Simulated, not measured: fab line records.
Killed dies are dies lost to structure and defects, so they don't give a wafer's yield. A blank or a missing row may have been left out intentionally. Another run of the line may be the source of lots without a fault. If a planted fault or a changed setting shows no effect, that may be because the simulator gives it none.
Comparing a struck lot with a sound one	flow nand_harc	14 out of 1159 route steps
Sound: the wafers L965.1, L965.2, L965.6. Struck: wafer L959.6 (left out: L959.3, a lot-mate that was not struck); the cause follows at the end.
Per side, at each step with rows, come the tool, then ch with its chambers, and then its first start. Under that, the readings that differ: sound wafers	struck wafers	difference of the means	sigmas: that difference in standard deviations of wafers without a fault.
alike: words and numbers the same on both sides, and readings whose means are apart by under 2 such deviations; not compared: readings that were withheld, readings missing a value for some wafer, numbers with overlapping values and no deviation given by the record, and bounds like >300 which may hide the same value.
The two part at a step that has a row with sigmas, a row that says differs or no value, or rows on one side only. Numbers that don't overlap but have no deviation are shown without sigmas and don't part them. A reading that every wafer of one side lacks parts them only if that side has two wafers or more.

first, 3 steps without rows for these wafers: NHARC_A_CHANNEL_HOLE_D1_STRIP_41 (strips in N2/H2); NHARC_A_CHANNEL_HOLE_D1_STRIP_42 (strips in CF4/CHF3); NHARC_A_CHANNEL_HOLE_D1_STRIP_43 (strips in O2/COS).
NHARC_A_CHANNEL_HOLE_D1_ETCH_44: etches the open film in CF4/O2, target depth 140 nm, overetch 14 nm, time 77 s.
  sound on rie_diel-01 ch 1,3, day 13 20:34; struck on rie_diel-10 ch 2, day 12 14:25
  alike: chamber_pressure_mTorr, drypump_motor_current_A, oes_product_au, rf_vpp_V, showerhead_plenum_p_Torr, throttle_valve_pct
  not compared: rf_hours_counter_h
NHARC_A_CHANNEL_HOLE_D1_STRIP_27: strips in O2.
  sound: rie_diel-01 ch 1,3; struck: rie_diel-10 ch 3
  alike: chamber_pressure_mTorr, drypump_motor_current_A, oes_product_au, rf_vpp_V, showerhead_plenum_p_Torr, throttle_valve_pct
  not compared: rf_hours_counter_h
then, 2 steps without rows for these wafers: NHARC_A_CHANNEL_HOLE_D1_PRECLEAN_28 (cleans in SC1); NHARC_A_CHANNEL_HOLE_D1_SRD_29.
NHARC_A_CHANNEL_HOLE_D1_CD_MEAS_30:
  struck on cd_sem-01, day 12 15:13; sound on cd_sem-01, day 13 21:21
  alike: cd_nm
NHARC_A_CHANNEL_HOLE_D1_XSEM_31:
  sound on xsem-01 ch 0, day 13 21:26; struck on xsem-01 ch 0, day 12 15:18
reading	sound	struck	difference	sigmas
bow_nm (nm)	9.07 9.08 9.07	8.29	-0.78	-3
  alike: bot_cd_nm, tilt_deg
NHARC_A_CHANNEL_HOLE_D1_INSPECT_40:
  struck on defect_inspect-02, day 12 15:24; sound on defect_inspect-01, day 13 21:32
  alike: raw_defect_count
then, 2 steps without rows for these wafers: NHARC_A_CHANNEL_FILL_D1_PRECLEAN_00 (cleans in SC1); NHARC_A_CHANNEL_FILL_D1_SRD_01.
NHARC_A_CHANNEL_FILL_D1_ALD_02: deposits SiO2, target thk 6 nm, pulse time 10 s, ald cycles 60.
  sound on ald_hk-02 ch 0,2,3, day 13 21:52; struck on ald_hk-04 ch 3, day 12 15:49
reading	sound	struck	difference	sigmas
ald_cycles	60 60 60	68	+8	
  alike: heater_power_w, precursor_pulse_height_rel
NHARC_A_CHANNEL_FILL_D1_ALD_03: deposits SiNx, target thk 6 nm, pulse time 60 s, ald cycles 58.
  sound: ald_sin_batch-02 ch 0; struck: ald_sin_batch-01 ch 0
  alike: precursor_pulse_height_rel
  not compared: ald_cycles

WHERE THEY PART
Only at NHARC_A_CHANNEL_HOLE_D1_XSEM_31, within this record. Later steps at which nothing parts them and some readings are alike: NHARC_A_CHANNEL_HOLE_D1_INSPECT_40, NHARC_A_CHANNEL_FILL_D1_ALD_02, NHARC_A_CHANNEL_FILL_D1_ALD_03.

WHY: what the simulator had put in
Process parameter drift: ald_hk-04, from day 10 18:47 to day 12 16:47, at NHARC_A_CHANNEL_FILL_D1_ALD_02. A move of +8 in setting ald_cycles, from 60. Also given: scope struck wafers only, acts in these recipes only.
